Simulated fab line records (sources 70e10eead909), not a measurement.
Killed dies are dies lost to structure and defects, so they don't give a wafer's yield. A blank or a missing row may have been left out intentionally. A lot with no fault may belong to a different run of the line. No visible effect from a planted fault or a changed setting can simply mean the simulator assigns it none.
fab line records	flow nand-harc
record lots=24	wafers=72	last-day=33
route steps=1302 shown A_STAIRCASE@704
lots with no fault: from the same line, run without faults
start-h: the number of hours between the record's first day and the start of the first shown wafer of the lot	wait-h: hours since the lot's step before	" the same as in the row above	L1.1+2: a row that stands for several wafers	- no value present, or no start provided	* or withheld: withheld	< > ~ a bound
route shown NAME@n: a module of which the file shows steps, and the number in the route of the first	usual: mean/standard deviation taken from wafers without a fault	same: alike in all rows	chamber/n: place in a boat	sites: readings site by site	_std_site: the standard deviation of these	_edge_site: inner sites' mean taken away from outer sites' mean	radius-mm: for every site, how far away it sits from the centre of the wafer	mask NAME#n: copy n	behind: the last tool/chamber to shape the wafer	hold: why the lot was held/for how many hours/how that ended	device: names the non-switching transistor (n, p or np)	end of line: tests run on the same wafers once the route is complete	for a step that has no rows: nothing shown but its recipe	killed: at the first sort, the dies lost to defects and structure; wafer yield is something else	map: the dies of a wafer, with x for killed, . for not killed, _ for no die there
set.NAME: the run value of the setting; set.NAME@STEP: its run value at that earlier step	model.NAME: the simulator's own value behind a step, which no gauge read
a sample of lots followed through the steps of the route, with each step as a table and each wafer as a row
services: when a tool's chamber went out of use (start-h, in hours from the record's first day, below 0 if earlier), for how many hours, and the reason
## steps
# step NHARC_A_STAIRCASE_ETCH_190
# recipe target-depth-a=1000	time-s=40.5	ion-energy-ev=400	c4f8-flow-sccm=20	o2-flow-sccm=10	ar-flow-sccm=withheld	rf-w=600	bias-w=1000	chemistry=C4F8/O2
# usual oes-product-au=0.947/0.012	rf-vpp-V=896/7
lot.wafer	tool	chamber	start-h	wait-h	oes-product-au	rf-hours-counter-h	rf-vpp-V
L074.2	rie-diel-01	2	-	-	0.950	29	886
L074.1	"	3	"	"	0.931	37	906
L074.4	"	1	"	"	0.944	41	889
L075.2	rie-diel-12	2	-	-	0.953	43	890
L075.5	"	2	"	"	0.943	-	891
L075.6	"	3	"	"	0.952	-	889
L076.1	rie-diel-06	2	-	-	0.958	22	905
L076.2	"	0	"	"	0.955	25	890
L076.5	"	3	"	"	0.944	-	891
L077.3	rie-diel-12	2	-	-	0.972	50	890
L077.2	"	0	"	"	0.939	40	906
L077.6	"	2	"	"	0.972	-	891
L078.3	rie-diel-06	0	-	-	0.948	29	891
L078.1	"	1	"	"	0.952	16	895
L078.5	"	3	"	"	0.959	-	890
L079.2	rie-diel-12	1	-	-	0.920	55	899
L079.6	"	3	"	"	0.956	-	885
L079.5	"	0	"	"	0.922	-	904
L080.3	rie-diel-01	3	-	-	0.957	12	904
L080.1	"	1	"	"	0.959	10	888
L080.5	"	3	"	"	0.955	-	905
L081.3	rie-diel-01	1	-	-	0.953	13	888
L081.4	"	3	"	"	0.965	14	904
L081.6	"	2	"	"	0.952	-	887
L082.4	rie-diel-01	1	-	-	0.939	13	887
L082.1	"	2	"	"	0.937	12	887
L082.6	"	2	"	"	0.936	-	885
L083.2	rie-diel-01	0	-	-	0.942	25	896
L083.4	"	2	"	"	0.956	19	885
L083.6	"	3	"	"	0.945	-	905
L085.2	rie-diel-01	3	-	-	0.959	23	902
L085.3	"	0	"	"	0.936	26	896
L085.1	"	1	"	"	0.953	24	888
L084.2	rie-diel-06	1	-	-	0.943	40	894
L084.3	"	3	"	"	0.957	47	892
L084.5	"	1	"	"	0.942	-	896
L086.3	rie-diel-12	0	-	-	0.945	8	904
L086.5	"	2	"	"	0.973	-	890
L086.6	"	3	"	"	0.967	-	905
L087.1	rie-diel-12	3	-	-	0.964	17	907
L087.2	"	1	"	"	0.938	18	899
L087.6	"	3	"	"	0.967	-	905
L088.4	rie-diel-06	0	-	-	0.957	-	891
L088.5	"	1	"	"	0.937	-	895
L088.6	"	2	"	"	0.944	-	904
L090.3	rie-diel-06	0	-	-	0.939	8	889
L090.1	"	1	"	"	0.933	8	895
L090.5	"	0	"	"	0.946	-	892
L089.1	rie-diel-01	2	-	-	0.951	39	886
L089.3	"	3	"	"	0.937	-	905
L089.6	"	2	"	"	0.948	-	886
L091.3	rie-diel-06	3	-	-	0.934	4	891
L091.4	"	0	"	"	0.958	11	891
L091.6	"	0	"	"	0.959	-	890
L093.2	rie-diel-12	2	-	-	0.966	32	890
L093.3	"	0	"	"	0.939	29	905
L093.1	"	1	"	"	0.925	29	900
L092.2	rie-diel-01	2	-	-	0.942	51	887
L092.1	"	0	"	"	0.940	42	896
L092.3	"	1	"	"	0.941	52	888
L094.1	rie-diel-01	0	-	-	0.950	48	895
L094.4	"	2	"	"	0.951	55	887
L094.2	"	3	"	"	0.966	57	905
L095.2	rie-diel-12	0	-	-	0.934	35	903
L095.3	"	1	"	"	0.944	35	899
L095.6	"	2	"	"	0.960	-	889
L097.2	rie-diel-06	0	-	-	0.958	31	891
L097.3	"	2	"	"	0.950	30	904
L097.6	"	3	"	"	0.941	-	890
L096.2	rie-diel-12	2	-	-	0.943	42	889
L096.1	"	0	"	"	0.921	40	904
L096.6	"	2	"	"	0.939	-	891
# step NHARC_A_STAIRCASE_ETCH_223
# recipe target-depth-a=1000	time-s=40.5	ion-energy-ev=400	c4f8-flow-sccm=20	o2-flow-sccm=10	ar-flow-sccm=withheld	rf-w=600	bias-w=1000	chemistry=C4F8/O2
# usual oes-product-au=0.948/0.013	rf-vpp-V=896/7.1
lot.wafer	tool	chamber	start-h	wait-h	oes-product-au	rf-hours-counter-h	rf-vpp-V
L074.1	rie-diel-01	3	-	-	0.946	38	905
L074.4	"	0	"	"	0.944	37	898
L074.2	"	1	"	"	0.951	43	889
L075.2	rie-diel-12	0	-	-	0.938	35	905
L075.6	"	2	"	"	0.944	-	891
L075.5	"	3	"	"	0.938	-	886
L076.1	rie-diel-06	0	-	-	0.958	26	891
L076.2	"	1	"	"	0.954	13	896
L076.5	"	1	"	"	0.966	-	895
L077.2	rie-diel-12	3	-	-	0.965	43	887
L077.3	"	0	"	"	0.950	42	904
L077.6	"	3	"	"	0.962	-	888
L078.1	rie-diel-01	3	-	-	0.978	2	905
L078.3	"	1	"	"	0.957	1	889
L078.5	"	2	"	"	0.971	-	886
L079.2	rie-diel-12	1	-	-	0.937	57	900
L079.5	"	3	"	"	0.954	-	887
L079.6	"	0	"	"	0.942	-	904
L080.3	rie-diel-06	3	-	-	0.949	32	891
L080.1	"	0	"	"	0.953	39	891
L080.5	"	2	"	"	0.956	-	903
L081.3	rie-diel-01	1	-	-	0.958	14	889
L081.4	"	3	"	"	0.945	16	905
L081.6	"	0	"	"	0.934	-	899
L082.4	rie-diel-12	2	-	-	0.960	67	891
L082.1	"	1	"	"	0.945	64	899
L082.6	"	3	"	"	0.970	-	886
L083.4	rie-diel-12	0	-	-	0.929	2	906
L083.2	"	1	"	"	0.935	2	899
L083.6	"	2	"	"	0.964	-	890
L085.2	rie-diel-06	1	-	-	0.928	41	894
L085.3	"	2	"	"	0.934	47	904
L085.1	"	3	"	"	0.940	48	892
L084.2	rie-diel-12	2	-	-	0.950	3	889
L084.3	"	3	"	"	0.959	3	904
L084.5	"	1	"	"	0.937	-	902
L086.3	rie-diel-01	3	-	-	0.950	31	904
L086.5	"	2	"	"	0.954	-	887
L086.6	"	3	"	"	0.957	-	905
L087.2	rie-diel-12	3	-	-	0.971	19	905
L087.1	"	0	"	"	0.940	20	905
L087.6	"	3	"	"	0.979	-	905
L088.4	rie-diel-12	1	-	-	0.928	20	899
L088.6	"	3	"	"	0.952	-	904
L088.5	"	0	"	"	0.937	-	905
L089.1	rie-diel-01	2	-	-	0.948	41	886
L089.3	"	3	"	"	0.946	42	905
L089.6	"	2	"	"	0.939	-	885
L090.1	rie-diel-12	3	-	-	0.974	20	904
L090.3	"	1	"	"	0.925	21	900
L090.5	"	3	"	"	0.975	-	905
L091.3	rie-diel-12	1	-	-	0.913	27	900
L091.6	"	0	"	"	0.916	-	903
L091.4	"	2	"	"	0.949	-	889
L093.3	rie-diel-01	3	-	-	0.959	52	903
L093.1	"	0	"	"	0.944	43	896
L093.2	"	2	"	"	0.944	52	886
L092.2	rie-diel-06	1	-	-	0.940	20	895
L092.1	"	2	"	"	0.954	19	903
L092.3	"	3	"	"	0.946	12	892
L094.1	rie-diel-01	0	-	-	0.950	49	897
L094.4	"	2	"	"	0.939	56	886
L094.2	"	3	"	"	0.971	59	904
L095.2	rie-diel-12	1	-	-	0.936	36	899
L095.3	"	3	"	"	0.952	32	906
L095.6	"	1	"	"	0.934	-	899
L097.2	rie-diel-01	2	-	-	0.945	8	906
L097.3	"	3	"	"	0.957	8	905
L097.6	"	1	"	"	0.967	-	887
L096.1	rie-diel-06	3	-	-	0.939	25	890
L096.2	"	1	"	"	0.951	37	894
L096.6	"	3	"	"	0.933	-	890
# step NHARC_A_STAIRCASE_ETCH_230
# recipe target-depth-a=1000	time-s=40.5	ion-energy-ev=400	c4f8-flow-sccm=20	o2-flow-sccm=10	ar-flow-sccm=withheld	rf-w=600	bias-w=1000	chemistry=C4F8/O2
# usual oes-product-au=0.953/0.017	rf-vpp-V=897/6.9
lot.wafer	tool	chamber	start-h	wait-h	oes-product-au	rf-hours-counter-h	rf-vpp-V
L074.1	rie-diel-01	2	-	-	0.949	31	886
L074.4	"	3	"	"	0.941	38	906
L074.2	"	0	"	"	0.930	37	897
L075.2	rie-diel-01	1	-	-	0.975	47	888
L075.6	"	3	"	"	0.948	-	908
L075.5	"	0	"	"	0.947	-	899
L076.1	rie-diel-06	3	-	-	0.947	22	893
L076.2	"	0	"	"	0.936	26	891
L076.5	"	2	"	"	0.948	-	904
L077.2	rie-diel-12	1	-	-	0.924	50	898
L077.3	"	3	"	"	0.940	43	886
L077.6	"	1	"	"	0.933	-	900
L078.3	rie-diel-12	0	-	-	0.953	45	903
L078.1	"	1	"	"	0.949	53	901
L078.5	"	0	"	"	0.952	-	904
L079.2	rie-diel-12	2	-	-	0.947	60	891
L079.6	"	2	"	"	0.951	-	891
L079.5	"	3	"	"	0.940	-	887
L080.1	rie-diel-12	3	-	-	0.984	59	886
L080.3	"	0	"	"	0.972	55	905
L080.5	"	2	"	"	0.967	-	890
L081.4	rie-diel-01	0	-	-	0.938	16	898
L081.3	"	1	"	"	0.941	15	887
L081.6	"	3	"	"	0.944	-	905
L082.4	rie-diel-12	1	-	-	0.933	64	900
L082.1	"	2	"	"	0.961	68	891
L082.6	"	3	"	"	0.951	-	886
L083.4	rie-diel-12	2	-	-	0.957	2	889
L083.2	"	3	"	"	0.959	2	906
L083.6	"	0	"	"	0.939	-	905
L085.1	rie-diel-06	1	-	-	0.943	41	895
L085.3	"	2	"	"	0.946	48	903
L085.2	"	0	"	"	0.960	56	891
L084.3	rie-diel-06	0	-	-	0.971	57	889
L084.2	"	1	"	"	0.978	42	896
L084.5	"	0	"	"	0.967	-	890
L086.3	rie-diel-06	1	-	-	0.965	46	895
L086.6	"	2	"	"	0.962	-	905
L086.5	"	3	"	"	0.975	-	892
L087.1	rie-diel-06	0	-	-	0.954	8	891
L087.2	"	3	"	"	0.938	1	892
L087.6	"	1	"	"	0.950	-	895
L088.4	rie-diel-12	3	-	-	0.958	20	906
L088.6	"	2	"	"	0.961	-	889
L088.5	"	3	"	"	0.967	-	905
L090.3	rie-diel-01	3	-	-	0.979	42	904
L090.1	"	1	"	"	0.939	43	889
L090.5	"	1	"	"	0.934	-	890
L089.1	rie-diel-12	2	-	-	0.979	22	890
L089.3	"	3	"	"	0.981	21	906
L089.6	"	1	"	"	0.938	-	899
L091.4	rie-diel-06	1	-	-	0.971	17	894
L091.3	"	2	"	"	0.978	17	905
L091.6	"	2	"	"	0.976	-	903
L093.2	rie-diel-12	1	-	-	0.954	30	899
L093.1	"	2	"	"	0.975	33	891
L093.3	"	3	"	"	1.010	27	907
L092.2	rie-diel-06	1	-	-	0.953	20	895
L092.1	"	2	"	"	0.959	19	903
L092.3	"	0	"	"	0.945	21	892
L094.2	rie-diel-12	0	-	-	0.922	34	904
L094.4	"	1	"	"	0.919	34	898
L094.1	"	2	"	"	0.940	36	891
L095.2	rie-diel-12	3	-	-	0.958	32	905
L095.3	"	1	"	"	0.912	36	900
L095.6	"	0	"	"	0.921	-	903
L097.3	rie-diel-01	1	-	-	0.946	6	889
L097.2	"	2	"	"	0.951	8	906
L097.6	"	2	"	"	0.947	-	906
L096.2	rie-diel-01	3	-	-	0.966	9	904
L096.1	"	1	"	"	0.947	7	887
L096.6	"	3	"	"	0.973	-	902
# step NHARC_A_STAIRCASE_TRIM_231
# recipe time-s=211.2	o2-flow-sccm=500	ar-flow-sccm=0	bias-w=0	chemistry=O2
# usual drypump-motor-current-A=5.8/0.32	o2-flow-sccm=499.9/1.6	oes-product-au=1.001/0.012	rf-vpp-V=57.8/0.93	showerhead-plenum-p-Torr=3.55/0.18	throttle-valve-pct=17.037/0.0094
lot.wafer	tool	chamber	start-h	wait-h	drypump-motor-current-A	o2-flow-sccm	oes-product-au	rf-hours-counter-h	rf-vpp-V	showerhead-plenum-p-Torr	throttle-valve-pct
L074.1	rie-diel-01	0	-	-	5.4	503.2	0.994	38	57.4	3.57	17.061
L074.2	"	2	"	"	5.7	501.5	1.006	31	56.0	3.30	17.028
L074.4	"	3	"	"	5.8	500.1	1.003	38	59.1	3.79	17.039
L075.2	rie-diel-01	3	-	-	5.8	499.7	1.004	43	58.1	3.78	17.028
L075.5	"	3	"	"	5.8	499.8	0.995	-	57.6	3.78	17.037
L075.6	"	0	"	"	5.4	497.2	0.997	-	59.7	3.57	17.037
L076.2	rie-diel-06	1	-	-	5.7	496.4	1.009	13	58.6	3.53	17.045
L076.1	"	3	"	"	5.9	501.4	1.004	22	57.0	3.42	17.032
L076.5	"	2	"	"	5.0	499.7	1.006	-	57.9	3.76	17.029
L077.3	rie-diel-12	3	-	-	5.8	500.9	1.009	43	56.6	3.28	17.028
L077.2	"	0	"	"	5.9	498.0	0.983	42	59.1	3.78	17.037
L077.6	"	3	"	"	5.8	499.2	1.001	-	57.9	3.28	17.048
L078.1	rie-diel-12	0	-	-	5.9	500.7	0.990	45	58.1	3.78	17.036
L078.3	"	1	"	"	5.8	500.5	0.974	53	58.1	3.65	17.036
L078.5	"	0	"	"	5.9	500.4	0.992	-	58.2	3.78	17.024
L079.2	rie-diel-12	2	-	-	6.2	499.4	0.992	60	57.9	3.38	17.047
L079.5	"	2	"	"	6.2	498.6	0.997	-	57.5	3.38	17.042
L079.6	"	3	"	"	5.8	502.9	1.009	-	58.1	3.28	17.029
L080.1	rie-diel-12	3	-	-	5.8	500.4	1.006	59	57.7	3.27	17.034
L080.3	"	0	"	"	5.9	499.3	0.986	55	58.2	3.78	17.034
L080.5	"	2	"	"	6.2	499.9	1.009	-	59.1	3.38	17.039
L081.4	rie-diel-01	0	-	-	5.4	501.6	0.991	16	58.0	3.55	17.040
L081.3	"	2	"	"	5.7	499.4	1.003	13	56.4	3.28	17.048
L081.6	"	1	"	"	6.3	501.0	1.018	-	57.7	3.34	17.021
L082.1	rie-diel-12	1	-	-	5.8	498.5	0.983	64	57.0	3.64	17.046
L082.4	"	2	"	"	6.2	499.2	1.005	68	58.5	3.38	17.033
L082.6	"	0	"	"	5.9	501.3	0.985	-	57.2	3.77	17.036
L083.4	rie-diel-12	1	-	-	5.8	500.4	0.969	2	57.6	3.64	17.054
L083.2	"	2	"	"	6.2	497.8	1.006	2	57.2	3.38	17.038
L083.6	"	2	"	"	6.2	499.7	1.005	-	57.3	3.38	17.039
L085.1	rie-diel-06	3	-	-	5.9	499.5	1.000	48	56.7	3.40	17.024
L085.3	"	0	"	"	5.6	498.9	1.003	56	56.7	3.39	17.027
L085.2	"	2	"	"	5.0	499.8	1.011	48	59.2	3.75	17.032
L084.3	rie-diel-06	0	-	-	5.6	499.9	1.017	57	59.6	3.39	17.025
L084.2	"	1	"	"	5.7	499.3	1.026	42	58.4	3.51	17.032
L084.5	"	2	"	"	5.1	499.6	1.015	-	57.5	3.75	17.048
L086.3	rie-diel-06	2	-	-	5.0	498.4	1.004	51	59.1	3.74	17.029
L086.5	"	1	"	"	5.7	499.6	1.005	-	57.3	3.51	17.039
L086.6	"	2	"	"	5.0	498.5	1.004	-	58.4	3.74	17.045
L087.1	rie-diel-06	0	-	-	5.6	500.3	1.017	8	56.1	3.38	17.037
L087.2	"	3	"	"	5.9	498.1	1.005	1	57.6	3.40	17.031
L087.6	"	0	"	"	5.6	500.2	1.016	-	58.3	3.38	17.028
L088.4	rie-diel-12	0	-	-	5.9	498.2	0.999	21	58.4	3.76	17.035
L088.5	"	3	"	"	5.8	499.1	1.028	-	57.4	3.80	17.038
L088.6	"	0	"	"	5.9	501.1	0.993	-	56.6	3.76	17.031
L090.1	rie-diel-01	1	-	-	6.4	500.2	1.015	43	56.2	3.32	17.046
L090.3	"	2	"	"	5.8	500.7	1.005	42	57.7	3.27	17.040
L090.5	"	1	"	"	6.4	499.6	1.008	-	56.8	3.32	17.031
L089.1	rie-diel-12	1	-	-	5.8	498.4	0.980	21	57.9	3.63	17.042
L089.3	"	3	"	"	5.8	502.4	1.030	21	58.2	3.80	17.043
L089.6	"	1	"	"	5.8	500.4	0.993	-	58.1	3.63	17.033
L091.3	rie-diel-06	0	-	-	5.6	500.0	1.016	17	57.4	3.38	17.048
L091.4	"	2	"	"	5.0	500.8	1.007	17	57.8	3.73	17.011
L091.6	"	0	"	"	5.6	499.5	1.020	-	56.2	3.38	17.039
L093.1	rie-diel-12	1	-	-	5.8	499.9	0.982	30	59.4	3.62	17.032
L093.2	"	2	"	"	6.2	502.1	1.013	33	57.2	3.36	17.057
L093.3	"	0	"	"	5.9	501.6	0.995	31	57.7	3.76	17.041
L092.2	rie-diel-06	2	-	-	5.1	498.9	0.995	19	59.0	3.73	17.032
L092.1	"	3	"	"	5.9	499.2	0.994	13	57.1	3.39	17.020
L092.3	"	0	"	"	5.6	501.5	1.002	21	58.2	3.37	17.026
L094.2	rie-diel-12	1	-	-	5.8	500.7	0.991	34	58.6	3.62	17.030
L094.4	"	2	"	"	6.2	498.2	1.009	36	57.1	3.36	17.024
L094.1	"	3	"	"	5.8	499.3	1.011	30	58.0	3.79	17.034
L095.3	rie-diel-12	1	-	-	5.7	498.9	0.981	36	57.6	3.62	17.042
L095.2	"	0	"	"	5.9	498.1	0.980	36	58.7	3.75	17.043
L095.6	"	1	"	"	5.7	499.3	0.976	-	58.4	3.62	17.045
L097.2	rie-diel-01	3	-	-	5.8	499.4	1.012	8	58.5	3.74	17.020
L097.3	"	2	"	"	5.7	498.9	0.999	8	59.8	3.80	17.056
L097.6	"	0	"	"	5.4	499.6	0.995	-	58.4	3.53	17.026
L096.2	rie-diel-01	3	-	-	5.8	495.3	1.006	9	56.7	3.74	17.035
L096.1	"	1	"	"	6.4	498.5	1.004	7	56.3	3.31	17.052
L096.6	"	3	"	"	5.8	496.3	1.003	-	58.3	3.74	17.039
# step NHARC_A_STAIRCASE_ETCH_232
# recipe target-depth-a=1000	time-s=40.5	ion-energy-ev=400	c4f8-flow-sccm=20	o2-flow-sccm=10	ar-flow-sccm=withheld	rf-w=600	bias-w=1000	chemistry=C4F8/O2
# usual oes-product-au=0.950/0.014	rf-vpp-V=896/6.8
lot.wafer	tool	chamber	start-h	wait-h	oes-product-au	rf-hours-counter-h	rf-vpp-V
L074.4	rie-diel-01	1	-	-	0.951	43	889
L074.1	"	2	"	"	0.961	31	885
L074.2	"	0	"	"	0.930	38	898
L075.2	rie-diel-01	3	-	-	0.942	43	906
L075.5	"	3	"	"	0.945	-	906
L075.6	"	0	"	"	0.930	-	896
L076.1	rie-diel-06	0	-	-	0.943	26	893
L076.2	"	2	"	"	0.949	24	903
L076.5	"	0	"	"	0.947	-	892
L077.3	rie-diel-12	0	-	-	0.934	42	906
L077.2	"	1	"	"	0.942	50	899
L077.6	"	2	"	"	0.967	-	890
L078.3	rie-diel-12	2	-	-	0.965	53	890
L078.1	"	3	"	"	0.964	46	886
L078.5	"	2	"	"	0.957	-	892
L079.2	rie-diel-12	1	-	-	0.945	57	901
L079.6	"	2	"	"	0.949	-	891
L079.5	"	3	"	"	0.956	-	887
L080.3	rie-diel-12	1	-	-	0.967	62	900
L080.1	"	0	"	"	0.964	55	906
L080.5	"	1	"	"	0.947	-	900
L081.3	rie-diel-01	2	-	-	0.950	13	886
L081.4	"	1	"	"	0.945	15	889
L081.6	"	3	"	"	0.967	-	904
L082.4	rie-diel-12	1	-	-	0.937	64	899
L082.1	"	3	"	"	0.943	62	886
L082.6	"	1	"	"	0.939	-	899
L083.4	rie-diel-12	3	-	-	0.939	2	907
L083.2	"	1	"	"	0.920	2	899
L083.6	"	3	"	"	0.942	-	905
L085.3	rie-diel-06	2	-	-	0.962	48	902
L085.2	"	3	"	"	0.951	48	893
L085.1	"	0	"	"	0.958	57	891
L084.3	rie-diel-06	2	-	-	0.962	48	905
L084.2	"	0	"	"	0.961	57	890
L084.5	"	1	"	"	0.980	-	896
L086.3	rie-diel-06	1	-	-	0.943	46	897
L086.6	"	1	"	"	0.940	-	895
L086.5	"	2	"	"	0.944	-	904
L087.1	rie-diel-06	1	-	-	0.936	9	894
L087.2	"	2	"	"	0.943	9	903
L087.6	"	1	"	"	0.926	-	895
L088.4	rie-diel-12	2	-	-	0.951	21	891
L088.6	"	3	"	"	0.971	-	907
L088.5	"	0	"	"	0.942	-	904
L090.1	rie-diel-01	3	-	-	0.963	42	903
L090.3	"	1	"	"	0.951	43	890
L090.5	"	1	"	"	0.942	-	887
L089.1	rie-diel-12	1	-	-	0.915	21	898
L089.3	"	0	"	"	0.940	22	904
L089.6	"	1	"	"	0.927	-	899
L091.3	rie-diel-06	0	-	-	0.952	17	890
L091.4	"	2	"	"	0.966	17	903
L091.6	"	3	"	"	0.952	-	891
L093.1	rie-diel-12	0	-	-	0.952	31	905
L093.3	"	2	"	"	0.959	33	889
L093.2	"	3	"	"	0.985	28	905
L092.3	rie-diel-06	0	-	-	0.941	21	891
L092.2	"	1	"	"	0.931	20	895
L092.1	"	2	"	"	0.928	20	904
L094.1	rie-diel-12	3	-	-	0.958	30	906
L094.2	"	0	"	"	0.934	34	904
L094.4	"	1	"	"	0.937	34	900
L095.2	rie-diel-12	0	-	-	0.935	36	905
L095.3	"	2	"	"	0.965	38	889
L095.6	"	1	"	"	0.938	-	900
L097.2	rie-diel-01	0	-	-	0.927	6	897
L097.3	"	3	"	"	0.947	8	903
L097.6	"	0	"	"	0.926	-	896
L096.1	rie-diel-01	0	-	-	0.929	7	896
L096.2	"	1	"	"	0.975	7	887
L096.6	"	0	"	"	0.939	-	896
# step NHARC_A_STAIRCASE_DEP_259
# recipe target-thk-a=300	target-thk-nm=30	temp-c=400	pressure-torr=3.5	flow-sccm=200	rf-w=350	material=SiON
# usual heater-power-w=759/110
lot.wafer	tool	chamber	start-h	wait-h	heater-power-w
L074.2	pecvd-03	0	355.66	1.3	785
L074.1	"	1	"	"	773
L074.4	"	0	"	"	763
L075.2	pecvd-04	2	374.88	1.3	735
L075.6	"	2	"	"	758
L075.5	"	0	"	"	766
L076.2	pecvd-02	1	389.41	1.2	1034
L076.1	"	2	"	"	595
L076.5	"	1	"	"	1027
L077.2	pecvd-02	1	393.44	1.3	1051
L077.3	"	2	"	"	635
L077.6	"	2	"	"	608
L078.1	pecvd-03	2	408.05	1.6	882
L078.3	"	0	"	"	702
L078.5	"	0	"	"	686
L079.2	pecvd-03	0	416.47	1.3	763
L079.5	"	1	"	"	710
L079.6	"	0	"	"	768
L080.3	pecvd-02	1	441.21	1.0	918
L080.1	"	2	"	"	556
L080.5	"	2	"	"	550
L082.1	pecvd-02	0	444.79	1.5	670
L082.4	"	0	"	"	687
L082.6	"	1	"	"	879
L081.3	pecvd-03	1	444.83	1.0	822
L081.4	"	2	"	"	848
L081.6	"	1	"	"	818
L083.2	pecvd-03	0	468.04	1.3	766
L083.4	"	2	"	"	828
L083.6	"	0	"	"	784
L085.2	pecvd-03	0	470.37	1.2	682
L085.1	"	1	"	"	806
L085.3	"	2	"	"	913
L084.2	pecvd-03	2	473.28	1.3	828
L084.3	"	0	"	"	717
L084.5	"	0	"	"	744
L086.3	pecvd-02	0	487.22	1.0	714
L086.5	"	2	"	"	565
L086.6	"	0	"	"	712
L087.1	pecvd-02	0	519.04	1.6	670
L087.2	"	2	"	"	565
L087.6	"	2	"	"	585
L088.6	pecvd-04	1	521.31	0.1	726
L088.4	"	2	"	"	632
L088.5	"	0	"	"	739
L090.3	pecvd-04	0	524.57	0.9	701
L090.1	"	2	"	"	672
L090.5	"	2	"	"	686
L089.1	pecvd-03	0	525.51	1.6	747
L089.3	"	1	"	"	765
L089.6	"	1	"	"	778
L091.3	pecvd-04	2	542.15	1.0	731
L091.6	"	1	"	"	693
L091.4	"	0	"	"	735
L093.2	pecvd-04	2	547.19	1.3	778
L093.3	"	0	"	"	754
L093.1	"	1	"	"	731
L092.3	pecvd-04	1	553.65	0.9	700
L092.2	"	2	"	"	755
L092.1	"	0	"	"	738
L094.1	pecvd-02	0	566.21	1.6	650
L094.2	"	1	"	"	1018
L094.4	"	0	"	"	668
L095.2	pecvd-04	0	569.86	1.2	770
L095.3	"	1	"	"	726
L095.6	"	0	"	"	751
L097.2	pecvd-03	0	590.38	1.3	758
L097.3	"	2	"	"	911
L097.6	"	1	"	"	756
L096.1	pecvd-03	2	593.86	1.6	887
L096.2	"	0	"	"	706
L096.6	"	2	"	"	902
## services
tool	chamber	start-h	hours	kind
pecvd-04	0	323.30	14.9	repair
pecvd-04	-	340.79	1.3	repair
rie-diel-06	1	354.02	13.4	repair
rie-diel-06	3	365.97	9.2	repair
pecvd-03	-	366.00	13.0	pm
rie-diel-01	3	377.64	4.2	repair
rie-diel-01	-	381.57	9.0	pm
rie-diel-01	0	401.71	7.1	repair
pecvd-02	-	408.05	13.0	pm
rie-diel-06	-	441.74	0.7	repair
rie-diel-12	-	445.49	9.0	pm
pecvd-03	2	445.86	5.2	repair
pecvd-04	-	450.63	13.0	pm
rie-diel-01	-	451.33	0.6	repair
rie-diel-12	1	466.41	5.9	repair
rie-diel-06	-	484.22	9.0	pm
rie-diel-06	3	496.22	11.6	repair
pecvd-03	2	500.39	11.2	repair
rie-diel-01	0	510.51	23.1	repair
rie-diel-01	1	511.08	4.7	repair
pecvd-03	-	547.00	13.0	pm
rie-diel-06	3	554.15	5.6	repair
rie-diel-01	-	558.68	9.0	pm
pecvd-02	-	589.05	13.0	pm
## key
fault none
